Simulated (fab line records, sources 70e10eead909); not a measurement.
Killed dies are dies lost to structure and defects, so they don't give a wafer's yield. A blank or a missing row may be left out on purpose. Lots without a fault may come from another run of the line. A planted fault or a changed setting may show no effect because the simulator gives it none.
Chamber matching | flow nand_harc | NHARC_THIN_TSV_DESCUM_35 on rie_diel-04: 4 sister chambers
The step chemistry O2, time 3 s. 14 wafers are shown with their chamber, then 7 later ones without.

WAFERS WITH THEIR CHAMBER
wafer  | chamber | drypump_motor_current_A (A) | oes_product_au (a.u.) | rf_vpp_V (V)
L973.1 | 2       | 6.0                         | 1.012                 | 56.9
L973.3 | 3       | 6.4                         | 1.016                 | 57.2
L973.4 | 1       | 5.7                         | 0.990                 | 58.2
L974.2 | 3       | 6.4                         | 1.011                 | 56.8
L974.3 | 2       | 5.9                         | 1.000                 | 56.6
L974.4 | 0       | 5.6                         | 0.994                 | 57.9
L978.1 | 3       | 6.4                         | 1.020                 | 57.0
L978.2 | 2       | 6.0                         | 0.998                 | 57.4
L978.5 | 0       | 5.6                         | 0.997                 | 56.9
L987.3 | 1       | 5.7                         | 0.992                 | 58.3
L987.5 | 2       | 6.0                         | 0.994                 | 59.0
L987.6 | 1       | 5.7                         | 0.985                 | 58.6
L993.3 | 1       | 5.7                         | 0.999                 | 59.4
L993.5 | 0       | 5.6                         | 0.969                 | 57.5

SIGNATURES (means of the wafers above)
reading                 | chamber 0 | chamber 1 | chamber 2 | chamber 3 | scatter within a chamber
drypump_motor_current_A | 5.600     | 5.700     | 5.975     | 6.400     | 0.0274
oes_product_au          | 0.98667   | 0.99150   | 1.00100   | 1.01567   | 0.00891
rf_vpp_V                | 57.433    | 58.625    | 57.475    | 57.000    | 0.7
Rule: a wafer's distance from a chamber is the root of the sum, over the readings, of the square of ((its reading less the chamber's mean) divided by the reading's scatter). The wafer belongs to the nearest chamber; if the next one is less than 2 further off, it can't be placed. The scatter: the root of (the sum of the squares of (reading less its chamber's mean) over the shown wafers, divided by (wafers less chambers)).

WAFERS WITHOUT THEIR CHAMBER
wafer  | drypump_motor_current_A (A) | oes_product_au (a.u.) | rf_vpp_V (V)
L993.6 | 6.4                         | 1.010                 | 56.0
L992.1 | 5.7                         | 1.001                 | 56.8
L992.3 | 6.4                         | 1.007                 | 60.0
L992.4 | 6.0                         | 0.999                 | 58.2
L994.1 | 6.4                         | 1.008                 | 58.8
L994.3 | 6.0                         | 0.994                 | 58.4
L994.5 | 5.7                         | 0.999                 | 59.2

WHICH CHAMBER EACH WENT THROUGH
wafer  | from the rows above     | in truth
L993.6 | 3                       | 3
L992.1 | can't be placed: 1 or 0 | 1
L992.3 | 3                       | 3
L992.4 | 2                       | 2
L994.1 | 3                       | 3
L994.3 | 2                       | 2
L994.5 | 1                       | 1
Placed correctly: 6 of 7. Can't be placed from these rows: 1 (the true chamber is among the candidates in 1). Placed wrongly: 0.
